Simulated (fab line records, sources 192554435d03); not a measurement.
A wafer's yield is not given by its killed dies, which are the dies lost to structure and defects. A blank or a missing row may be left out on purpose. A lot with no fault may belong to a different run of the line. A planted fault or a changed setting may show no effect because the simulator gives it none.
Problem report in the 8D (eight disciplines) form, filled by code || flow n5 finfet || the parts of the form that need people (team, actions taken, sign-off) are left out

## 1. THE ISSUE
N5_BEOL_M9_OCD_MEAS_38, trench depth nm: mean 89.1 nm on 2 wafers (1 lot); fault-free wafers 151.1 nm, standard deviation 2.4. That is -26 standard deviations from the usual mean.
First observed at day 12 17:19: wafer L929.3, on ocd-02. The record holds 18 wafers of 6 lots with a number at this step. By rule, "out" or "out of limits" means more than 4 standard deviations away from the usual mean. The rest of the wafers with a number are treated as sound.

## 2. WHAT THIS IS AND IS NOT
{"question": "which readings at this step", "is": "trench depth nm", "is not": "-"}
{"question": "which lots", "is": "L929", "is not": "L923, L936, L939, L941, L942"}
{"question": "which wafers of those lots", "is": "L929.3, L929.5", "is not": "L929.4"}
{"question": "read on which gauges", "is": "ocd-02", "is not": "ocd-01"}
{"question": "when", "is": "from day 12 17:19", "is not": "up to then (4 sound wafers); but 12 sound wafers of L936, L939, L941, L942 came after"}

## 3. THE SUSPECTS, EACH WITH WHAT RULES IT OUT
Counting: any tool at a process step up to the reading remains a suspect provided it ran every lot that is out. Sound lots after the first of them don't rule it out here, since some wafers of a struck lot are sound.
- the gauge at N5_BEOL_M9_OCD_MEAS_38: ruled out. All the wafers that are out were read on ocd-02, but those of them that N5_BEOL_M9_TRENCH_ETCH_37 has rows for are out there too, on other tools.
- rie diel-02 at N5_BEOL_M9_TRENCH_ETCH_37 (etches SiCOH lowk in C4F6/O2, target depth 151.43 nm, time 49 s): kept. The lot that is out, L929, ran on it at day 12 17:09; the last sound lot it ran before that was L923, at day 10 15:05. Out on those wafers are its own readings of run length s.
- rie diel-02 at N5_BEOL_M9_ETCH_41 (etches SiCN in CH3F/O2, target depth 36.6 nm, time 70.1 s): kept. The lot that is out, L929, ran on it at day 12 17:19; the last sound lot it ran before that was L923, at day 10 15:16. With no start given for some of its lots, N5_BEOL_M9_ETCH_41 uses the hours and lot order of N5_BEOL_M9_OCD_MEAS_38.
- Within rie diel-02 at N5_BEOL_M9_TRENCH_ETCH_37: the wafers that are out ran in chamber 1; their sound lot-mates ran in chamber 3.
- Within rie diel-02 at N5_BEOL_M9_ETCH_41: the wafers that are out ran in chamber 1; their sound lot-mates ran in chamber 3.
Remaining after the count are rie diel-02 at N5_BEOL_M9_TRENCH_ETCH_37 and rie diel-02 at N5_BEOL_M9_ETCH_41.

## 4. THE CAUSE (what the simulator had put in)
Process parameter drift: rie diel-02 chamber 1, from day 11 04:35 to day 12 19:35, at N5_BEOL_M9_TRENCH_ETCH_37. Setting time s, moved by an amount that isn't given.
This tool is one of the 2 suspects left after counting.

## 5. THE EFFECT CHAIN, in route order
Rows list readings where the struck wafers' mean (over those with a number) sits beyond 3 standard deviations from the usual. Only readings for which the record gives a usual standard deviation are gone through. hours: the time from each lot's start at the first step in this table that gives one to its start at this step, as a median over the lots. sigmas: the change in usual standard deviations.
{"hours": 0, "step": "N5_BEOL_M9_TRENCH_ETCH_37", "reading": "run length s", "usual": "72.3 s", "on struck wafers": 52.1, "change": -20.2, "sigmas": -43}
{"hours": 0, "step": "N5_BEOL_M9_OCD_MEAS_38", "reading": "trench depth nm", "usual": "151.1 nm", "on struck wafers": 89.1, "change": -62.0, "sigmas": -26}
{"hours": 3, "step": "N5_BEOL_M9_THK_MEAS_53", "reading": "M9_THK", "usual": "136 nm", "on struck wafers": 75, "change": -61, "sigmas": -20}
{"hours": 3, "step": "N5_BEOL_M9_RS_MEAS_57", "reading": "M9_RS", "usual": "0.151 ohm/sq", "on struck wafers": 0.296, "change": "+0.145", "sigmas": "+44"}
{"hours": 43, "step": "N5_BEOL_M15_RC_MEAS_101", "reading": "SERP_M9", "usual": "3.08 ohm/um", "on struck wafers": 6.01, "change": "+2.93", "sigmas": "+34"}
{"hours": 43, "step": "N5_BEOL_M15_RC_MEAS_101", "reading": "SERP_M9_max_site", "usual": "3.16 ohm/um", "on struck wafers": 6.06, "change": "+2.90", "sigmas": "+31"}
{"hours": 57, "step": "N5_PASSIVATION_PROBE_49", "reading": "defect limited yield", "usual": "91.2 %", "on struck wafers": 86.7, "change": -4.5, "sigmas": -3.2}
{"hours": 57, "step": "N5_PASSIVATION_PROBE_49", "reading": "killed_at_M4_up", "usual": 14, "on struck wafers": 76, "change": "+62", "sigmas": "+10"}
{"hours": 57, "step": "N5_PASSIVATION_PROBE_49", "reading": "killed dies", "usual": 104, "on struck wafers": 157, "change": "+53", "sigmas": "+3.1"}
{"hours": 57, "step": "N5_PASSIVATION_PROBE_49", "reading": "sort_bin_8_speed", "usual": "0.00 %", "on struck wafers": 4.54, "change": "+4.54", "sigmas": "+99 or more"}
{"hours": 57, "step": "N5_PASSIVATION_PROBE_49", "reading": "sort n pass", "usual": 1075, "on struck wafers": 1023, "change": -52, "sigmas": -3.2}
Here are the process steps it includes:
- N5_BEOL_M9_TRENCH_ETCH_37: etches SiCOH lowk in C4F6/O2, target depth 151.43 nm, time 49 s.
- N5_PASSIVATION_PROBE_49
Readings that are blank on the struck wafers while sound wafers have them: rf fwd power W at N5_BEOL_M9_TRENCH_ETCH_37.

## 6. HOW IT WOULD HAVE BEEN CAUGHT EARLIER
Counted from the fault's start at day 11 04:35, it took 37 hours until the first out-of-limits reading at a measuring or inspecting step in this record, taken at day 12 17:19.
Tool's own readings at N5_BEOL_M9_TRENCH_ETCH_37, run length s: out on all struck wafers the step has rows for; an alarm limit on them would have tripped on the first.
The start of N5_BEOL_M9_TRENCH_ETCH_37 on rie diel-02 came by day 12 17:19 for every one of the lots that are out (1). Holding the tool at that point would not have protected any of them.
